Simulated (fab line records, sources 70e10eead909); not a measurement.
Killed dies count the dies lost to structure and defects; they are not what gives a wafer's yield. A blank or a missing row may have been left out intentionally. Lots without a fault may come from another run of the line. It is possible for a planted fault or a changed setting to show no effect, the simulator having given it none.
Which of the tools did it? -- flow nand harc -- Sampling: 10 lots, 30 wafers, 5 of 1159 route steps

WHAT EACH GAUGE READ, for each wafer
NHARC_END_SORT_01. Usual: killed at array 29, standard deviation 13; killed at other 0.7, standard deviation 1; killed at periphery 3.2, standard deviation 2.3; killed dies 33, standard deviation 13; killed open 3.3, standard deviation 1.7; killed short 2.0, standard deviation 1.5.
lot,measured,on,killed at array,killed at other,killed at periphery,killed dies,killed open,killed short,flag
L587,day 23 20:14,prober-01,675 670 669,2 3 3,0 4 5,677 677 677,2 3 6,0 1 2,OFF
L589,day 24 02:37,prober-02,672 674 676,0 0 0,5 3 1,677 677 677,1 7 2,3 1 3,OFF
L590,day 24 20:16,prober-01,676 676 676,0 0 0,1 1 1,677 677 677,3 2 2,1 1 1,OFF

WHAT TOOL EACH LOT RAN ON (gives the tool, then ch and the chambers of the sampled wafers, and finally the start)
lot,NHARC_A_CONTACT_ETCH_75,NHARC_A_CONTACT_ETCH_126,NHARC_A_CONTACT_ETCH_127,NHARC_A_CONTACT_ETCH_91
L573,"rie diel-01 ch 0,3, day 17 00:53","har cap etch-02 ch 0,1, day 17 02:20","har cap etch-02 ch 0,1, day 17 02:29","rie diel-11 ch 0,3, day 17 03:51"
L582,"rie diel-11 ch 1,3, day 20 00:53","har cap etch-01 ch 0,1, day 20 02:16","har cap etch-01 ch 0,1, day 20 02:25","rie diel-01 ch 0,2,3, day 20 03:51"
L583,"rie diel-01 ch 1,2,3, day 20 03:56","har cap etch-03 ch 0,1, day 20 05:25","har cap etch-03 ch 0,1, day 20 05:33","rie diel-11 ch 0,1, day 20 06:57"
L587,"rie diel-01 ch 2,3, day 20 21:52","har cap etch-02 ch 0,1, day 20 23:15","har cap etch-02 ch 0,1, day 20 23:23","rie diel-11 ch 2,3, day 21 00:49"
L589,"rie diel-01 ch 0,2,3, day 21 10:58","har cap etch-03 ch 0,1, day 21 12:22","har cap etch-03 ch 0,1, day 21 12:30","rie diel-11 ch 1,2,3, day 21 13:54"
L591,"rie diel-09 ch 0,3, day 21 20:35","har cap etch-02 ch 0,1, day 21 21:58","har cap etch-02 ch 0,1, day 21 22:06","rie diel-11 ch 0,1,2, day 21 23:32"
L593,"rie diel-01 ch 0,2,3, day 22 00:21","har cap etch-01 ch 0, day 22 01:44","har cap etch-01 ch 0, day 22 01:53","rie diel-11 ch 0,2,3, day 22 03:19"
L592,"rie diel-11 ch 1,2, day 22 02:54","har cap etch-02 ch 0,1, day 22 04:35","har cap etch-02 ch 0,1, day 22 04:43","rie diel-11 ch 0,3, day 22 06:05"
L590,"rie diel-01 ch 1,2,3, day 22 04:47","har cap etch-03 ch 0,1, day 22 06:10","har cap etch-03 ch 0,1, day 22 06:18","rie diel-11 ch 0,1,3, day 22 07:44"
L594,"rie diel-11 ch 2,3, day 22 18:13","har cap etch-02 ch 0,1, day 22 20:07","har cap etch-02 ch 0,1, day 22 20:15","rie diel-11 ch 0,1,2, day 22 21:38"
- NHARC_A_CONTACT_ETCH_75: etches the open film in CF4, target depth 39 nm, time 65 s.
- NHARC_A_CONTACT_ETCH_126: etches the open film in C4F8/O2/Ar, time 155 s, target depth 956 nm.
- NHARC_A_CONTACT_ETCH_127: etches the open film in C4F8/O2/Ar, time 155 s, target depth 956 nm.
- NHARC_A_CONTACT_ETCH_91: etches the open film in CH3F/O2, target depth 40 nm, time 85.7 s.

WHAT THE TOOLS THEMSELVES READ (means of the sampled wafers that have a number; where no wafer has one, the mark that the record gives instead)
NHARC_A_CONTACT_ETCH_75. Usual: bias w 99.94 W, standard deviation 0.29; cf4 flow sccm 150.0 sccm, standard deviation 0.45; chamber pressure mTorr 49.99 mTorr, standard deviation 0.043; drypump motor current A 5.5 A, standard deviation 0.31; oes product au 1.004 a.u., standard deviation 0.0093; rf fwd power W 297.2 W, standard deviation 0.99; rf vpp V 151.4 V, standard deviation 1.2; showerhead plenum p Torr 1.78 Torr, standard deviation 0.067; throttle valve pct 13.285 %, standard deviation 0.0091.
lot,tool,bias w (W),cf4 flow sccm (sccm),chamber pressure mTorr (mTorr),drypump motor current A (A),oes product au (a.u.),rf fwd power W (W),rf vpp V (V),showerhead plenum p Torr (Torr),throttle valve pct (%),flag
L573,rie diel-01,100.33,150.0,49.97,5.2,1.004,297.7,152.0,1.80,13.290,
L582,rie diel-11,99.71,150.2,49.98,5.4,1.011,296.9,151.1,1.75,13.289,
L583,rie diel-01,99.96,150.5,49.94,5.4,0.999,297.2,151.1,1.82,13.276,
L587,rie diel-01,99.99,149.8,50.04,5.2,0.996,297.9,151.4,1.80,13.296,
L589,rie diel-01,99.85,149.8,49.96,5.4,1.008,297.1,151.2,1.78,13.289,
L591,rie diel-09,100.24,149.7,49.97,5.3,0.999,297.8,151.9,1.74,13.287,
L593,rie diel-01,99.75,150.1,49.98,5.4,1.005,296.9,151.5,1.78,13.291,
L592,rie diel-11,99.82,149.8,49.95,5.5,1.018,298.2,152.0,1.84,13.281,
L590,rie diel-01,100.03,149.8,50.00,5.4,0.994,297.4,151.6,1.82,13.285,
L594,rie diel-11,99.70,149.9,49.99,5.7,1.010,297.4,151.4,1.76,13.285,

NHARC_A_CONTACT_ETCH_126. Usual: chamber pressure mTorr 19.999 mTorr, standard deviation 0.018; oes air line au 0.999 a.u., standard deviation 0.019.
lot,tool,chamber pressure mTorr (mTorr),oes air line au (a.u.),flag
L573,har cap etch-02,20.018,1.007,
L582,har cap etch-01,19.989,1.006,
L583,har cap etch-03,20.006,1.016,
L587,har cap etch-02,-,-,OFF
L589,har cap etch-03,-,-,OFF
L591,har cap etch-02,20.004,0.995,
L593,har cap etch-01,20.004,1.020,
L592,har cap etch-02,20.000,0.990,
L590,har cap etch-03,-,-,OFF
L594,har cap etch-02,20.013,1.015,

NHARC_A_CONTACT_ETCH_127. Usual: chamber pressure mTorr 20.000 mTorr, standard deviation 0.019; oes air line au 1.000 a.u., standard deviation 0.021.
lot,tool,chamber pressure mTorr (mTorr),oes air line au (a.u.),flag
L573,har cap etch-02,19.992,1.004,
L582,har cap etch-01,19.993,1.017,
L583,har cap etch-03,20.001,1.005,
L587,har cap etch-02,20.009,0.993,
L589,har cap etch-03,19.991,1.004,
L591,har cap etch-02,19.997,1.004,
L593,har cap etch-01,19.997,0.967,
L592,har cap etch-02,20.004,0.990,
L590,har cap etch-03,19.993,1.009,
L594,har cap etch-02,20.010,0.974,

NHARC_A_CONTACT_ETCH_91. Usual: bias w 99.99 W, standard deviation 0.29; ch3f flow sccm 50.00 sccm, standard deviation 0.17; chamber pressure mTorr 25.001 mTorr, standard deviation 0.022; drypump motor current A 5.5 A, standard deviation 0.3; o2 flow sccm 29.99 sccm, standard deviation 0.089; oes product au 0.940 a.u., standard deviation 0.026; rf fwd power W 496.1 W, standard deviation 1.7; rf vpp V 244.0 V, standard deviation 1.8; showerhead plenum p Torr 2.45 Torr, standard deviation 0.12; throttle valve pct 20.664 %, standard deviation 0.0096.
lot,tool,bias w (W),ch3f flow sccm (sccm),chamber pressure mTorr (mTorr),drypump motor current A (A),o2 flow sccm (sccm),oes product au (a.u.),rf fwd power W (W),rf vpp V (V),showerhead plenum p Torr (Torr),throttle valve pct (%),flag
L573,rie diel-11,99.75,49.83,25.001,5.6,29.99,1.007,495.7,241.9,2.31,20.655,
L582,rie diel-01,100.07,50.09,25.004,5.4,29.95,0.919,497.3,244.0,2.48,20.677,
L583,rie diel-11,100.03,50.03,24.988,5.4,29.91,0.946,495.2,243.1,2.36,20.653,
L587,rie diel-11,100.24,50.13,24.981,5.8,29.92,0.931,494.8,245.0,2.51,20.652,
L589,rie diel-11,100.12,49.90,24.992,5.5,29.98,0.933,494.8,245.2,2.50,20.663,
L591,rie diel-11,100.06,49.94,24.985,5.5,30.04,0.930,498.0,245.1,2.46,20.657,
L593,rie diel-11,100.20,50.21,24.984,5.7,30.04,0.932,497.1,243.6,2.41,20.671,
L592,rie diel-11,100.07,49.96,25.000,5.7,30.03,0.926,495.4,242.8,2.35,20.661,
L590,rie diel-11,100.06,50.02,25.005,5.4,30.02,1.003,497.0,243.2,2.40,20.667,
L594,rie diel-11,99.84,50.09,24.988,5.5,29.92,0.931,496.6,243.7,2.45,20.660,

THE ANSWER, worked out from the rows above alone
Rule: a lot is off if the mean of its wafers that have a number lies more than 3 standard deviations from the usual mean. A lot without any number at a reading at which 4 lots or more have one is off too. All remaining lots with rows at the step are treated as sound. After the gauges, taken in route order, come the tools' own readings; for these a lot's mean is taken, as printed above. At the first step where some lot is off, the reading lying furthest off is the one used; lots without a number count as furthest.
Off, at NHARC_END_SORT_01 on killed at array: L587, L589, L590. Neither off nor sound, because the step has no rows for them: L573, L582, L583, L591, L593, L592, L594.
If a tool, at a process step before that reading, ran all the lots that are off and no sound lot after the first of them, it fits. Not tried: the gauges at NHARC_END_SORT_01; whatever is off there is also off at NHARC_A_CONTACT_ETCH_126, on other tools, and gauge error can't account for it. 2 tools fit, rie diel-01 at NHARC_A_CONTACT_ETCH_75 and rie diel-11 at NHARC_A_CONTACT_ETCH_91, so this cannot tell which one it is.

WHAT THE SIMULATOR HAD PUT IN
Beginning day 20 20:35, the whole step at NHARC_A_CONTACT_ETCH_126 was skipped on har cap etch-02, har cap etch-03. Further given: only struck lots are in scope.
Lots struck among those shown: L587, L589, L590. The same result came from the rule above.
